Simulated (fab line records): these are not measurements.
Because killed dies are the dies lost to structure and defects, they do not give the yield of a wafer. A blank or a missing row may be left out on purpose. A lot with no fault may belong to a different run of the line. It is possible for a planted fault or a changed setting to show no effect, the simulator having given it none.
Matching of chambers | flow n5Finfet | N5_HKMG_FIN_CMP_23 on cmp-01: 4 sister chambers
The step polishes, stops on SiNx, t overpolish 10 s, target thk 46.326 nm. 8 wafers are shown with their chamber, then 9 later ones without.

WAFERS WITH THEIR CHAMBER
wafer  | chamber | motorCurrentA (A) | headPressurePsi (psi)
L084.1 | 1       | 11.2              | 4.000
L086.3 | 1       | 11.8              | 3.992
L086.6 | 0       | 13.5              | 4.017
L087.3 | 3       | 13.6              | 4.003
L087.6 | 2       | 11.2              | 3.990
L088.2 | 2       | 11.2              | 3.995
L088.3 | 0       | 13.0              | 3.993
L088.5 | 3       | 13.3              | 3.996

WAFERS WITHOUT THEIR CHAMBER
wafer  | motorCurrentA (A) | headPressurePsi (psi)
L095.2 | 13.5              | 4.001
L095.3 | 13.0              | 4.014
L095.4 | 10.2              | 4.007
L096.2 | 12.7              | 4.002
L096.3 | 10.5              | 4.022
L096.4 | 12.4              | 3.997
L097.2 | 13.8              | 4.015
L097.4 | 10.6              | 4.011
L097.5 | 14.0              | 3.993

WHICH CHAMBER EACH WENT THROUGH
wafer  | from the rows above               | in truth
L095.2 | can't be placed: 3 or 0           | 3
L095.3 | can't be placed: 0 or 3           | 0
L095.4 | can't be placed: 2 or 1           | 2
L096.2 | can't be placed: 0 or 3           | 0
L096.3 | can't be placed: 2 or 1           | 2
L096.4 | can't be placed: 0 or 1 or 3 or 2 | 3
L097.2 | can't be placed: 3 or 0           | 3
L097.4 | can't be placed: 2 or 1           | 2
L097.5 | can't be placed: 3 or 0           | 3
Placed correctly: 0 of 9. Unplaceable from these rows: 9, with the true chamber sitting among the candidates in 9. Placed wrongly: 0.
How it was worked out, from the rows above alone: a wafer's distance from a chamber is the root of the sum, over the readings, of the square of ((its reading less the chamber's mean) divided by the reading's scatter). If the next closest chamber is less than 2 further off than the closest, the wafer can't be placed; otherwise it belongs to the closest. For every chamber, the mean is computed from those of its wafers that are shown. How the scatter is found: for the shown wafers, subtract from each reading the mean of its chamber, square and add these, divide the total by (wafers less chambers), then take the root.
